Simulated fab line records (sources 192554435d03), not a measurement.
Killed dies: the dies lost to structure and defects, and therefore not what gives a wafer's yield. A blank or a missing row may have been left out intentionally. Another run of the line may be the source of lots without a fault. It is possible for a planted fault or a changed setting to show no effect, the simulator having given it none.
Which of the tools did it? | flow n5 finfet | 12 lots with 36 wafers sampled at 4 steps, on a route of 1938 steps

== WHAT THE GAUGES READ, wafer by wafer ==
N5_BEOL_M8_OVL_MEAS_12. Usual: M8_OVL gives -0.4 nm (standard deviation 0.87).
lot  | measured     | on         | M8_OVL (nm)    | flag
L569 | day 10 18:27 | overlay-02 | -1.4 -1.3 -1.0 |
L572 | day 11 20:49 | overlay-02 | -0.6 0.4 1.0   |
L573 | day 11 21:25 | overlay-02 | 1.2 -0.7 -0.6  |
L575 | day 11 21:35 | overlay-02 | 0.7 0.5 1.0    |
L576 | day 12 04:07 | overlay-01 | -0.4 -0.8 -0.5 |
L578 | day 12 15:41 | overlay-01 | -0.3 0.2 -0.5  |
L579 | day 13 22:22 | overlay-02 | -1.2 0.2 -0.5  |
L583 | day 14 03:58 | overlay-02 | -0.3 -0.5 -1.0 |
L584 | day 15 00:08 | overlay-01 | -0.4 -1.4 -1.1 |
L585 | day 15 07:07 | overlay-01 | 0.3 0.8 -0.6   |
L588 | day 15 10:56 | overlay-02 | -0.6 -0.5 0.1  |
L589 | day 16 12:57 | overlay-02 | -0.5 -0.8 -1.1 |

== WHICH TOOL RAN EACH LOT (tool, then ch and the chambers of the sampled wafers, then the start) ==
lot  | N5_BEOL_M7_SURFACE_TREAT_79  | N5_BEOL_M7_ANNEAL_51             | N5_BEOL_M8_COAT_60
L569 | pvd sputter-01, day 10 14:30 | rtp anneal-02 ch 0, day 10 15:03 | litho track-04 ch 0, day 10 18:11
L572 | pvd sputter-01, day 11 14:36 | rtp anneal-01 ch 0, day 11 16:11 | litho track-03 ch 0, day 11 20:25
L573 | pvd sputter-01, day 11 15:24 | rtp anneal-01 ch 0, day 11 17:07 | litho track-04 ch 0, day 11 21:01
L575 | pvd sputter-02, day 11 17:57 | rtp anneal-01 ch 0, day 11 18:24 | litho track-01 ch 0, day 11 21:07
L576 | pvd sputter-02, day 12 00:22 | rtp anneal-01 ch 0, day 12 00:52 | litho track-03 ch 0, day 12 03:51
L578 | pvd sputter-03, day 12 11:05 | rtp anneal-01 ch 0, day 12 11:37 | litho track-04 ch 0, day 12 15:16
L579 | pvd sputter-02, day 13 18:32 | rtp anneal-02 ch 0, day 13 19:10 | litho track-04 ch 0, day 13 21:58
L583 | pvd sputter-02, day 14 00:44 | rtp anneal-02 ch 0, day 14 01:10 | litho track-04 ch 0, day 14 03:34
L584 | pvd sputter-03, day 14 21:42 | rtp anneal-02 ch 0, day 14 22:08 | litho track-03 ch 0, day 14 23:44
L585 | pvd sputter-01, day 15 03:46 | rtp anneal-02 ch 0, day 15 04:19 | litho track-04 ch 0, day 15 06:43
L588 | pvd sputter-03, day 15 06:15 | rtp anneal-01 ch 0, day 15 06:38 | litho track-03 ch 0, day 15 10:39
L589 | pvd sputter-02, day 16 08:34 | rtp anneal-02 ch 0, day 16 09:15 | litho track-01 ch 0, day 16 12:41
- N5_BEOL_M7_SURFACE_TREAT_79
- N5_BEOL_M7_ANNEAL_51: time 90 s.
- N5_BEOL_M8_COAT_60: time 60 s, resist thk 35 nm.

== WHAT THE TOOLS THEMSELVES READ (means of the sampled wafers that have a number; where no wafer has one, the mark that the record gives instead) ==
N5_BEOL_M7_ANNEAL_51. Usual: anneal temp c 224.96 C, standard deviation 0.17; wafer_temp_C_max 226.2, standard deviation 0.44.
lot  | tool          | anneal temp c (C) | wafer_temp_C_max | flag
L569 | rtp anneal-02 | 225.01            | 226.0            |
L572 | rtp anneal-01 | 225.05            | 226.7            |
L573 | rtp anneal-01 | 224.99            | 226.6            |
L575 | rtp anneal-01 | 225.14            | 226.7            |
L576 | rtp anneal-01 | 225.00            | 226.7            |
L578 | rtp anneal-01 | 224.67            | 226.7            |
L579 | rtp anneal-02 | 224.91            | 225.8            |
L583 | rtp anneal-02 | 224.80            | 226.1            |
L584 | rtp anneal-02 | 224.93            | 225.8            |
L585 | rtp anneal-02 | 224.92            | 226.1            |
L588 | rtp anneal-01 | 224.82            | 226.7            |
L589 | rtp anneal-02 | 224.81            | 225.6            |

N5_BEOL_M8_COAT_60. Usual: exhaust pa 45.1 Pa, standard deviation 0.88; spin speed rpm 1499.8 rpm, standard deviation 0.89.
lot  | tool           | exhaust pa (Pa) | spin speed rpm (rpm) | flag
L569 | litho track-04 | 45.2            | 1499.7               |
L572 | litho track-03 | 46.2            | 1500.5               |
L573 | litho track-04 | 43.8            | 1499.6               |
L575 | litho track-01 | 44.8            | 1499.8               |
L576 | litho track-03 | 44.9            | 1499.8               |
L578 | litho track-04 | 45.8            | 1500.5               |
L579 | litho track-04 | 45.5            | 1499.6               |
L583 | litho track-04 | 44.7            | 1440.9               | OFF
L584 | litho track-03 | 45.8            | 1499.3               |
L585 | litho track-04 | 44.5            | 1439.9               | OFF
L588 | litho track-03 | 45.0            | 1499.6               |
L589 | litho track-01 | 44.1            | 1499.6               |

== THE ANSWER, worked out from the rows above alone ==
Rule: lot off if the mean of its wafers having a number is beyond 3 standard deviations from the usual mean. A lot without any number at a reading at which 4 lots or more have one is off too. Where the step has rows for the other lots, those lots are counted as sound. Order of review: gauges by route order, followed by the tools' own readings, for which a lot's mean as printed above is used. At the first step where some lot is off, the reading lying furthest off is the one used; lots without a number count as furthest.
Off: L583, L585 (N5_BEOL_M8_COAT_60, spin speed rpm).
A tool fits if, at that step or a process step before it, it ran every lot that is off, and no sound lot after the first of them. One candidate fits, namely litho track-04 at N5_BEOL_M8_COAT_60. A fault onset in the window from L579 (day 13 21:58, its last sound lot) to L583 (day 14 03:34, its first lot off) fits.
The tool's own readings at N5_BEOL_M8_COAT_60 bear it out: on the lots that are off they differ by more than 5 times the standard deviation of the sound lots' means. spin speed rpm reads 1440.4 rpm there against 1499.8 rpm on the sound lots.

== WHAT HAD BEEN PUT IN BY THE SIMULATOR ==
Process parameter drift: litho track-04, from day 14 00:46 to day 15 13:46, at N5_BEOL_M8_COAT_60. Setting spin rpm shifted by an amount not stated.
Shown lots that were struck: L583, L585. This agrees with what the rule above found.
